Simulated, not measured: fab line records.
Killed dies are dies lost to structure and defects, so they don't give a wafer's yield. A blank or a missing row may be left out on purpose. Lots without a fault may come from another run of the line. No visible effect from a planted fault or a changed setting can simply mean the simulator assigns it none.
Matching of chambers + flow n5Finfet + N5_BEOL_M2_PRE_CLEAN_60 on cvdCo-01: 3 sister chambers
The step time 15 s. 22 wafers are shown with their chamber, then 11 later ones without.

== WAFERS, EACH WITH ITS CHAMBER ==
| wafer  | chamber | heaterPowerW (W) |
|--------|---------|------------------|
| L079.1 | 0       | 79               |
| L079.4 | 2       | 91               |
| L079.6 | 1       | 82               |
| L082.1 | 2       | 91               |
| L082.3 | 2       | 92               |
| L082.4 | 1       | 85               |
| L083.2 | 2       | 91               |
| L083.3 | 2       | 92               |
| L083.6 | 1       | 81               |
| L086.2 | 1       | 84               |
| L086.4 | 2       | 88               |
| L086.5 | 1       | 83               |
| L076.3 | 0       | 80               |
| L076.4 | 2       | 91               |
| L076.6 | 1       | 83               |
| L090.2 | 1       | 84               |
| L090.4 | 2       | 91               |
| L090.6 | 1       | 82               |
| L088.2 | 0       | 78               |
| L088.3 | 2       | 91               |
| L088.6 | 0       | 82               |
| L091.2 | 1       | 84               |

SIGNATURES (means of the wafers above)
| reading      | chamber 0 | chamber 1 | chamber 2 | scatter within a chamber |
|--------------|-----------|-----------|-----------|--------------------------|
| heaterPowerW | 79.75     | 83.11     | 90.89     | 1.31                     |
Rule: for each reading, subtract the chamber's mean from the wafer's reading, divide by that reading's scatter and square the result; add these up over the readings and take the root, which gives the wafer's distance from the chamber. The wafer belongs to the nearest chamber; if the next one is less than 2 further off, it can't be placed. The scatter: take each reading less its chamber's mean, square it, sum over the shown wafers, divide by the number of wafers less the number of chambers, and take the root.

== WAFERS MISSING THEIR CHAMBER ==
| wafer  | heaterPowerW (W) |
|--------|------------------|
| L091.5 | 83               |
| L091.6 | 90               |
| L092.1 | 81               |
| L092.2 | 83               |
| L092.4 | 81               |
| L094.1 | 79               |
| L094.3 | 84               |
| L094.4 | 83               |
| L097.1 | 80               |
| L097.5 | 80               |
| L097.6 | 91               |

== THE CHAMBER EACH PASSED THROUGH ==
| wafer  | from the rows above     | in truth |
|--------|-------------------------|----------|
| L091.5 | 1                       | 1        |
| L091.6 | 2                       | 2        |
| L092.1 | can't be placed: 0 or 1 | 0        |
| L092.2 | 1                       | 1        |
| L092.4 | can't be placed: 0 or 1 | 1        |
| L094.1 | 0                       | 0        |
| L094.3 | 1                       | 1        |
| L094.4 | 1                       | 1        |
| L097.1 | 0                       | 0        |
| L097.5 | 0                       | 0        |
| L097.6 | 2                       | 2        |
Correct placement for 9 of the 11. Not placeable from these rows: 2 (in 2, the candidates include the true chamber). Number placed wrongly: 0.
